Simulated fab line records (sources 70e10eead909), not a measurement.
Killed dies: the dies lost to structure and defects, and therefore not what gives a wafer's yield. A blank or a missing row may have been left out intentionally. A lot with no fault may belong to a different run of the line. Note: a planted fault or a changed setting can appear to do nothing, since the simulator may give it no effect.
What tool caused it? ; flow nandHarc ; 14 lots, 42 wafers sampled, at 5 steps of a route of 1302

== WHAT EACH GAUGE READ, for each wafer ==
NHARC_A_DECK1_JOINT_THK_MEAS_14: measures by ellipsometry.
lot;measured;on;thkNm (nm)
L711;day 11 22:02;filmMetro-02;50.6 46.8 49.6
L713;day 12 07:37;filmMetro-02;50.1 51.6 51.3
L714;day 12 07:37;filmMetro-01;50.9 51.0 51.8
L715;day 12 22:56;filmMetro-02;54.2 52.7 50.8
L717;day 13 12:01;filmMetro-01;53.1 50.1 53.4
L718;day 14 09:57;filmMetro-02;50.7 52.3 50.4
L719;day 14 13:11;filmMetro-02;51.2 51.4 50.6
L721;day 15 07:56;filmMetro-02;52.0 51.3 49.6
L722;day 15 21:19;filmMetro-01;50.5 49.4 52.5
L723;day 15 21:19;filmMetro-02;48.8 49.2 52.2
L725;day 17 10:21;filmMetro-01;50.1 53.5 52.9
L732;day 20 02:49;filmMetro-02;51.4 52.4 51.9
L731;day 20 02:49;filmMetro-01;54.4 51.8 52.6
L733;day 20 14:51;filmMetro-02;54.0 53.5 54.3

NHARC_A_ONON_D2_THK_MEAS_18: measures by ellipsometry.
lot;measured;on;thkNm (nm)
L711;day 13 15:20;filmMetro-01;994 995 994
L713;day 13 15:20;filmMetro-01;1014 1013 1013
L714;day 13 15:20;filmMetro-02;972 971 973
L715;day 14 10:39;filmMetro-02;1010 1010 1010
L717;day 14 23:11;filmMetro-02;1010 1009 1011
L718;day 15 17:26;filmMetro-02;1007 1005 1008
L719;day 15 20:52;filmMetro-02;1005 1008 1007
L721;day 16 18:21;filmMetro-01;1010 1012 1011
L722;day 17 08:02;filmMetro-01;985 986 987
L723;day 17 08:01;filmMetro-02;693 1000 693
L725;day 18 17:29;filmMetro-01;694 1003 692
L732;day 21 12:05;filmMetro-01;1003 1002 1001
L731;day 21 12:05;filmMetro-02;1004 1005 1004
L733;day 22 00:23;filmMetro-01;983 983 982

NHARC_END_SORT_01.
lot;measured;on;killedAtArray;killedAtOther;killedAtPeriphery;killedDies;killedOpen;killedShort
L723;day 28 11:41;prober-02;666 36 666;0 0 1;11 8 10;677 44 677;5 1 7;2 4 4
L725;day 30 05:30;prober-01;676 58 673;0 1 2;1 3 2;677 62 677;3 4 3;3 4 4

== EACH LOT AND THE TOOL THAT RAN IT (in order: tool; ch and the chambers of the sampled wafers; start) ==
lot;NHARC_A_CHANNEL_FILL_D1_ETCHBACK_08;NHARC_A_ONON_D2_DEP_16
L711;rieDiel-13 ch 0,2,3, day 11 22:02 or earlier;pecvdOnon-03 ch 0, day 13 14:50
L713;rieDiel-03 ch 0,1,3, day 12 07:37 or earlier;pecvdOnon-01 ch 0, day 13 14:50
L714;rieDiel-13 ch 0,1, day 12 07:37 or earlier;pecvdOnon-04 ch 0, day 13 14:57
L715;rieDiel-13 ch 0,1,3, day 12 22:56 or earlier;pecvdOnon-03 ch 0, day 14 10:08
L717;rieDiel-13 ch 2,3, day 13 12:01 or earlier;pecvdOnon-01 ch 0, day 14 22:41
L718;rieDiel-03 ch 0,1, day 14 09:57 or earlier;pecvdOnon-01 ch 0, day 15 16:55
L719;rieDiel-02 ch 0,1,3, day 14 13:11 or earlier;pecvdOnon-03 ch 0, day 15 20:21
L721;rieDiel-13 ch 0,1,3, day 15 07:56 or earlier;pecvdOnon-03 ch 0, day 16 17:50
L722;rieDiel-13 ch 0,1, day 15 21:19 or earlier;pecvdOnon-01 ch 0, day 17 07:38
L723;rieDiel-02 ch 0,1,2, day 15 21:19 or earlier;pecvdOnon-03 ch 0, day 17 07:34
L725;rieDiel-03 ch 0,2,3, day 17 10:21 or earlier;pecvdOnon-03 ch 0, day 18 17:02
L732;rieDiel-13 ch 0,1,2, day 20 02:49 or earlier;pecvdOnon-01 ch 0, day 21 11:35
L731;rieDiel-02 ch 0,1,3, day 20 02:49 or earlier;pecvdOnon-03 ch 0, day 21 11:35
L733;rieDiel-13 ch 0,1,2, day 20 14:51 or earlier;pecvdOnon-01 ch 0, day 21 23:53
- NHARC_A_CHANNEL_FILL_D1_ETCHBACK_08: etches the open film in C4F8, target depth 220 nm, time 110 s.
- NHARC_A_ONON_D2_DEP_16: target thk 1000 nm.

== WHAT THE TOOLS THEMSELVES READ (means of the sampled wafers that have a number; where no wafer has one, the mark that the record gives instead) ==
NHARC_A_CHANNEL_FILL_D1_ETCHBACK_08.
lot;tool;oesProductAu (a.u.);rfVppV (V)
L711;rieDiel-13;0.92;439.4
L713;rieDiel-03;0.92;439.4
L714;rieDiel-13;0.93;437.7
L715;rieDiel-13;1.00;438.8
L717;rieDiel-13;0.92;440.8
L718;rieDiel-03;1.01;437.9
L719;rieDiel-02;0.99;441.1
L721;rieDiel-13;0.92;438.3
L722;rieDiel-13;1.00;437.6
L723;rieDiel-02;0.92;441.2
L725;rieDiel-03;0.99;440.0
L732;rieDiel-13;0.99;438.6
L731;rieDiel-02;0.99;439.7
L733;rieDiel-13;0.97;438.6

== THE ANSWER, worked out from the rows above alone ==
Rule: what is usual is taken from the lots themselves. The widest of any qualifying gaps counts: lots, ordered by their means at a reading, are off when they make up no more than a third of the lots, leave a main group of 4 or more, and stand apart from it by 3 or more times the standard deviation of that group's means. A main group is skipped when, at the precision printed for the reading in the tables above, its means are all equal. A lot without any number at a reading at which 4 lots or more have one is off too. All remaining lots with rows at the step are treated as sound. First the gauges in route order, then the tools' own readings, where a lot's mean is used as printed above. At the first step where some lot is off, the reading lying furthest off is the one used; lots without a number count as furthest.
Off: L723, L725, at NHARC_A_ONON_D2_THK_MEAS_18 (thkNm). The main group has a mean of 1000 nm with a standard deviation of 13.
A tool fits if, at a process step before that reading, it ran every lot that is off, and no sound lot after the first of them. Gauges at NHARC_A_ONON_D2_THK_MEAS_18: tried the same way as those tools. Because NHARC_A_CHANNEL_FILL_D1_ETCHBACK_08 lacks a start for some lots, the hours and order of its lots are taken from NHARC_A_DECK1_JOINT_THK_MEAS_14. Of those tried, none fits.

== WHAT THE SIMULATOR HAD PUT IN ==
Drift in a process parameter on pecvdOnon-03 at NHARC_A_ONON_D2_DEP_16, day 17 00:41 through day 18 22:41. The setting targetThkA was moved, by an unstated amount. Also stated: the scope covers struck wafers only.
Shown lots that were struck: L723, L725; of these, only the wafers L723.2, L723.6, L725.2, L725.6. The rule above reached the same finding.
